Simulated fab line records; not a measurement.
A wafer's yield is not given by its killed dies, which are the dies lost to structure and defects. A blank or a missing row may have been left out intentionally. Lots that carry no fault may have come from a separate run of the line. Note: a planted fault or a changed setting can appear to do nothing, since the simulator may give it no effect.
Which tool is to blame?	flow n5 finfet	24 lots with 72 wafers sampled at 6 steps, on a route of 1938 steps

WHAT THE GAUGES READ, wafer by wafer
No reading from a measuring or inspecting step in the record can be judged against a usual standard deviation.

EACH LOT AND THE TOOL THAT RAN IT (in order: tool; ch and the chambers of the sampled wafers; start)
lot	N5_BEOL_M4_HM_DEP_02	N5_BEOL_M4_VIA_ETCH_34	N5_BEOL_M4_SPUTTER_88	N5_BEOL_M4_SPUTTER_96	N5_BEOL_M4_PRE_CLEAN_60	N5_BEOL_M4_CO_CAP_55
L074	pvd sputter-01, day 7 10:08	rie diel-06 ch 0,1,2, day 7 20:47	pvd sputter-03, day 7 23:25	pvd sputter-03, day 8 00:17	cvd co-02 ch 0,1,2, day 8 01:07	cvd co-02 ch 0,1,2, day 8 01:09
L075	pvd sputter-02, day 8 00:30	rie diel-05 ch 0,1,2, day 8 03:28	pvd sputter-03, day 8 07:26	pvd sputter-03, day 8 08:19	cvd co-02 ch 1,2, day 8 09:08	cvd co-02 ch 1,2, day 8 09:10
L076	pvd sputter-02, day 8 13:30	rie diel-06 ch 0,1,3, day 8 19:46	pvd sputter-01, day 8 21:57	pvd sputter-01, day 8 22:50	cvd co-01 ch 0,2, day 8 23:41	cvd co-01 ch 0,2, day 8 23:43
L077	pvd sputter-02, day 8 13:36	rie diel-01 ch 1,2, day 8 20:07	pvd sputter-03, day 8 22:07	pvd sputter-03, day 8 23:00	cvd co-01 ch 0,1,2, day 8 23:50	cvd co-01 ch 0,1,2, day 8 23:53
L078	pvd sputter-03, day 8 21:08	rie diel-01 ch 0,1,2, day 9 02:00	pvd sputter-02, day 9 04:08	pvd sputter-02, day 9 05:01	cvd co-01 ch 0,2, day 9 05:50	cvd co-01 ch 0,2, day 9 05:52
L079	pvd sputter-02, day 8 23:15	rie diel-05 ch 0,2,3, day 9 02:08	pvd sputter-03, day 9 04:32	pvd sputter-03, day 9 05:25	cvd co-01 ch 0,2, day 9 06:14	cvd co-01 ch 0,2, day 9 06:17
L080	pvd sputter-03, day 9 02:28	rie diel-06 ch 2,3, day 9 09:45	pvd sputter-03, day 9 13:29	pvd sputter-03, day 9 14:22	cvd co-01 ch 0,2, day 9 15:11	cvd co-01 ch 0,2, day 9 15:13
L081	pvd sputter-01, day 9 04:58	rie diel-05 ch 1,3, day 9 09:47	pvd sputter-01, day 9 13:48	pvd sputter-01, day 9 14:41	cvd co-01 ch 0,1, day 9 15:30	cvd co-01 ch 0,1, day 9 15:32
L082	pvd sputter-03, day 9 09:37	rie diel-05 ch 0,2,3, day 9 13:49	pvd sputter-03, day 9 16:56	pvd sputter-03, day 9 17:49	cvd co-01 ch 0,1, day 9 18:46	cvd co-01 ch 0,1, day 9 18:49
L083	pvd sputter-03, day 9 23:23	rie diel-05 ch 1,3, day 10 04:02	pvd sputter-01, day 10 06:33	pvd sputter-01, day 10 07:26	cvd co-02 ch 1,2, day 10 08:31	cvd co-02 ch 1,2, day 10 08:34
L084	pvd sputter-02, day 10 12:23	rie diel-05 ch 1,2,3, day 10 20:09	pvd sputter-01, day 10 22:16	pvd sputter-01, day 10 23:09	cvd co-01 ch 0,1,2, day 11 00:11	cvd co-01 ch 0,1,2, day 11 00:13
L086	pvd sputter-03, day 10 13:13	rie diel-06 ch 0,2,3, day 10 20:15	pvd sputter-02, day 10 22:19	pvd sputter-02, day 10 23:11	cvd co-01 ch 0,1, day 11 00:25	cvd co-01 ch 0,1, day 11 00:27
L085	pvd sputter-03, day 10 17:04	rie diel-06 ch 1,2,3, day 11 00:46	pvd sputter-03, day 11 02:56	pvd sputter-03, day 11 03:49	cvd co-01 ch 1,2, day 11 04:59	cvd co-01 ch 1,2, day 11 05:02
L088	pvd sputter-03, day 10 23:41	rie diel-05 ch 0,2,3, day 11 03:52	pvd sputter-01, day 11 07:25	pvd sputter-01, day 11 08:18	cvd co-02 ch 0,2, day 11 09:14	cvd co-02 ch 0,2, day 11 09:17
L087	pvd sputter-03, day 11 04:50	rie diel-05 ch 1,2, day 11 07:05	pvd sputter-02, day 11 09:40	pvd sputter-02, day 11 10:33	cvd co-02 ch 0,1, day 11 11:22	cvd co-02 ch 0,1, day 11 11:25
L089	pvd sputter-02, day 11 10:40	rie diel-01 ch 1,2,3, day 12 00:37	pvd sputter-01, day 12 02:38	pvd sputter-01, day 12 03:31	cvd co-02 ch 0,1,2, day 12 04:21	cvd co-02 ch 0,1,2, day 12 04:23
L090	pvd sputter-02, day 11 15:58	rie diel-06 ch 1,2,3, day 12 00:46	pvd sputter-03, day 12 03:17	pvd sputter-03, day 12 04:10	cvd co-02 ch 0,1, day 12 05:01	cvd co-02 ch 0,1, day 12 05:03
L092	pvd sputter-01, day 11 19:28	rie diel-06 ch 0,1,2, day 12 04:53	pvd sputter-01, day 12 07:31	pvd sputter-01, day 12 08:24	cvd co-01 ch 0,1, day 12 10:20	cvd co-01 ch 0,1, day 12 10:23
L091	pvd sputter-03, day 12 02:18	rie diel-06 ch 1,2,3, day 12 07:19	pvd sputter-01, day 12 09:39	pvd sputter-01, day 12 10:32	cvd co-01 ch 0,1,2, day 12 11:36	cvd co-01 ch 0,1,2, day 12 11:38
L093	pvd sputter-01, day 12 08:29	rie diel-05 ch 0,3, day 12 20:14	pvd sputter-01, day 12 23:08	pvd sputter-01, day 13 00:01	cvd co-01 ch 0,1,2, day 13 01:02	cvd co-01 ch 0,1,2, day 13 01:04
L094	pvd sputter-03, day 12 10:25	rie diel-01 ch 0,1,3, day 12 17:09	pvd sputter-01, day 12 19:17	pvd sputter-01, day 12 20:10	cvd co-02 ch 0,1,2, day 12 20:59	cvd co-02 ch 0,1,2, day 12 21:02
L095	pvd sputter-01, day 13 03:29	rie diel-05 ch 0,2,3, day 13 09:56	pvd sputter-03, day 13 12:26	pvd sputter-03, day 13 13:19	cvd co-01 ch 0,1, day 13 14:08	cvd co-01 ch 0,1, day 13 14:10
L096	pvd sputter-02, day 13 05:28	rie diel-01 ch 2,3, day 13 09:27	pvd sputter-01, day 13 11:56	pvd sputter-01, day 13 12:49	cvd co-02 ch 0,1,2, day 13 13:53	cvd co-02 ch 0,1,2, day 13 13:56
L097	pvd sputter-02, day 13 10:29	rie diel-01 ch 0,3, day 13 13:35	pvd sputter-02, day 13 16:09	pvd sputter-02, day 13 17:02	cvd co-02 ch 0,1,2, day 13 17:52	cvd co-02 ch 0,1,2, day 13 17:54
- N5_BEOL_M4_HM_DEP_02: deposits TiN, target thk 20 nm.
- N5_BEOL_M4_VIA_ETCH_34: etches the open film in C4F6/O2, target depth 69.4 nm, time 65.9 s.
- N5_BEOL_M4_SPUTTER_88: material Cu, target thk 4.5 nm, time 8.29 s.
- N5_BEOL_M4_SPUTTER_96: material Cu, target thk 4.5 nm, time 8.29 s.
- N5_BEOL_M4_PRE_CLEAN_60: time 15 s.
- N5_BEOL_M4_CO_CAP_55: material Co, precursor CCTBA/H2, target thk 2 nm, time 102.1 s.

AS READ BY THE TOOLS THEMSELVES (means over the sampled wafers that have a number; for cases with no such wafer, the mark the record gives instead)
N5_BEOL_M4_HM_DEP_02.
lot	tool	substrate temp c (C)	throttle valve pct (%)
L074	pvd sputter-01	24.97	29.6
L075	pvd sputter-02	24.95	30.9
L076	pvd sputter-02	24.89	30.8
L077	pvd sputter-02	25.08	30.9
L078	pvd sputter-03	25.03	29.3
L079	pvd sputter-02	24.93	30.8
L080	pvd sputter-03	24.88	29.4
L081	pvd sputter-01	25.00	29.5
L082	pvd sputter-03	24.93	28.5
L083	pvd sputter-03	25.05	29.9
L084	pvd sputter-02	24.99	31.0
L086	pvd sputter-03	24.88	29.2
L085	pvd sputter-03	24.99	28.6
L088	pvd sputter-03	25.07	29.4
L087	pvd sputter-03	25.08	29.3
L089	pvd sputter-02	24.95	30.9
L090	pvd sputter-02	24.91	30.8
L092	pvd sputter-01	25.05	29.9
L091	pvd sputter-03	25.08	29.3
L093	pvd sputter-01	25.01	29.5
L094	pvd sputter-03	25.07	28.6
L095	pvd sputter-01	25.05	29.5
L096	pvd sputter-02	25.03	30.8
L097	pvd sputter-02	24.94	30.9

N5_BEOL_M4_VIA_ETCH_34.
lot	tool	drypump motor current A (A)	oes_f_703_au (a.u.)	oes product au (a.u.)	rf vpp V (V)	showerhead plenum p Torr (Torr)	throttle valve pct (%)
L074	rie diel-06	5.6	0.77	0.77	670	2.85	30.71
L075	rie diel-05	5.8	0.71	0.72	680	2.92	30.93
L076	rie diel-06	5.3	0.78	0.78	667	2.81	30.69
L077	rie diel-01	6.0	0.82	0.80	663	2.89	30.82
L078	rie diel-01	5.7	0.83	0.83	671	2.83	30.75
L079	rie diel-05	5.8	0.72	0.74	673	2.92	30.77
L080	rie diel-06	6.1	0.72	0.71	668	2.85	30.74
L081	rie diel-05	5.7	0.81	0.82	675	2.98	30.53
L082	rie diel-05	5.8	0.72	0.74	672	2.92	30.77
L083	rie diel-05	5.7	0.78	0.79	683	2.97	30.72
L084	rie diel-05	5.5	0.74	0.76	681	2.96	30.79
L086	rie diel-06	5.8	0.75	0.74	673	2.83	30.74
L085	rie diel-06	5.8	0.71	0.71	666	2.86	30.76
L088	rie diel-05	5.8	0.81	0.84	672	2.91	30.73
L087	rie diel-05	5.5	0.72	0.74	689	2.95	30.97
L089	rie diel-01	5.8	0.78	0.77	668	2.87	31.04
L090	rie diel-06	5.9	0.81	0.81	666	2.85	30.73
L092	rie diel-06	5.6	0.83	0.84	670	2.83	30.71
L091	rie diel-06	5.8	0.80	0.80	667	2.85	30.73
L093	rie diel-05	6.0	0.84	0.85	667	2.92	30.51
L094	rie diel-01	5.4	0.78	0.79	675	2.81	30.98
L095	rie diel-05	5.8	0.88	0.91	671	2.91	30.73
L096	rie diel-01	5.8	0.72	0.70	666	2.92	31.13
L097	rie diel-01	5.1	0.73	0.75	681	2.81	30.97

N5_BEOL_M4_SPUTTER_88.
lot	tool	chuck gas flow sccm (sccm)	substrate temp c (C)	throttle valve pct (%)
L074	pvd sputter-03	1.29	-20.03	29.4
L075	pvd sputter-03	1.23	-19.98	29.4
L076	pvd sputter-01	1.27	-20.00	28.6
L077	pvd sputter-03	1.24	-20.16	28.4
L078	pvd sputter-02	1.26	-20.06	30.8
L079	pvd sputter-03	1.30	-20.01	29.3
L080	pvd sputter-03	1.25	-20.01	29.1
L081	pvd sputter-01	1.29	-20.02	30.8
L082	pvd sputter-03	1.27	-19.97	29.3
L083	pvd sputter-01	1.28	-19.90	29.9
L084	pvd sputter-01	1.21	-19.93	28.5
L086	pvd sputter-02	1.27	-20.04	30.9
L085	pvd sputter-03	1.28	-19.98	29.2
L088	pvd sputter-01	1.25	-19.90	29.4
L087	pvd sputter-02	1.30	-19.98	30.9
L089	pvd sputter-01	1.27	-20.00	29.4
L090	pvd sputter-03	1.21	-19.95	29.3
L092	pvd sputter-01	1.26	-19.97	29.2
L091	pvd sputter-01	1.29	-20.02	31.4
L093	pvd sputter-01	1.26	-19.85	31.3
L094	pvd sputter-01	1.30	-19.93	29.8
L095	pvd sputter-03	1.25	-20.02	29.4
L096	pvd sputter-01	1.23	-20.12	30.5
L097	pvd sputter-02	1.25	-19.98	30.9

N5_BEOL_M4_SPUTTER_96.
lot	tool	chuck gas flow sccm (sccm)	substrate temp c (C)	throttle valve pct (%)
L074	pvd sputter-03	1.22	-19.97	29.1
L075	pvd sputter-03	1.31	-20.00	29.3
L076	pvd sputter-01	1.25	-20.13	28.8
L077	pvd sputter-03	1.25	-20.04	28.5
L078	pvd sputter-02	1.26	-20.03	30.9
L079	pvd sputter-03	1.31	-19.89	29.2
L080	pvd sputter-03	1.27	-19.97	29.3
L081	pvd sputter-01	1.21	-20.00	30.8
L082	pvd sputter-03	1.31	-20.01	29.4
L083	pvd sputter-01	1.23	-20.02	30.1
L084	pvd sputter-01	1.26	-20.06	28.6
L086	pvd sputter-02	1.24	-20.04	30.9
L085	pvd sputter-03	1.21	-19.95	29.3
L088	pvd sputter-01	1.26	-19.88	29.5
L087	pvd sputter-02	1.28	-20.13	31.0
L089	pvd sputter-01	1.25	-20.00	29.6
L090	pvd sputter-03	1.28	-20.01	29.2
L092	pvd sputter-01	1.21	-19.92	29.2
L091	pvd sputter-01	1.22	-19.98	31.1
L093	pvd sputter-01	1.24	-20.00	31.1
L094	pvd sputter-01	1.21	-20.08	29.8
L095	pvd sputter-03	1.25	-19.93	29.3
L096	pvd sputter-01	1.26	-20.04	30.5
L097	pvd sputter-02	1.24	-19.89	31.0

N5_BEOL_M4_PRE_CLEAN_60.
lot	tool	heater power w (W)
L074	cvd co-02	79
L075	cvd co-02	82
L076	cvd co-01	76
L077	cvd co-01	84
L078	cvd co-01	76
L079	cvd co-01	74
L080	cvd co-01	76
L081	cvd co-01	83
L082	cvd co-01	75
L083	cvd co-02	78
L084	cvd co-01	84
L086	cvd co-01	74
L085	cvd co-01	95
L088	cvd co-02	85
L087	cvd co-02	73
L089	cvd co-02	78
L090	cvd co-02	74
L092	cvd co-01	83
L091	cvd co-01	86
L093	cvd co-01	85
L094	cvd co-02	79
L095	cvd co-01	73
L096	cvd co-02	80
L097	cvd co-02	79

N5_BEOL_M4_CO_CAP_55.
lot	tool	heater power w (W)
L074	cvd co-02	227
L075	cvd co-02	232
L076	cvd co-01	223
L077	cvd co-01	238
L078	cvd co-01	228
L079	cvd co-01	223
L080	cvd co-01	227
L081	cvd co-01	232
L082	cvd co-01	222
L083	cvd co-02	227
L084	cvd co-01	236
L086	cvd co-01	227
L085	cvd co-01	249
L088	cvd co-02	234
L087	cvd co-02	221
L089	cvd co-02	229
L090	cvd co-02	222
L092	cvd co-01	235
L091	cvd co-01	236
L093	cvd co-01	234
L094	cvd co-02	228
L095	cvd co-01	225
L096	cvd co-02	229
L097	cvd co-02	229

THE ANSWER, worked out from the rows above alone
Rule: the lots themselves supply what counts as usual. The widest of any qualifying gaps counts: lots, ordered by their means at a reading, are off when they make up no more than a third of the lots, leave a main group of 4 or more, and stand apart from it by 3 or more times the standard deviation of that group's means. A main group whose means are all the same, to the digits that the tables above print for the reading, isn't used. Also off: a lot with no number at a reading for which 4 or more lots have one. Where the step has rows for the other lots, those lots are counted as sound. After the gauges, taken in route order, come the tools' own readings; for these a lot's mean is taken, as printed above. At the first step where some lot is off, the reading lying furthest off is the one used; lots without a number count as furthest.
Across all readings shown, no lot is off: no conclusion can be drawn from this.

WHAT HAD BEEN PUT IN BY THE SIMULATOR
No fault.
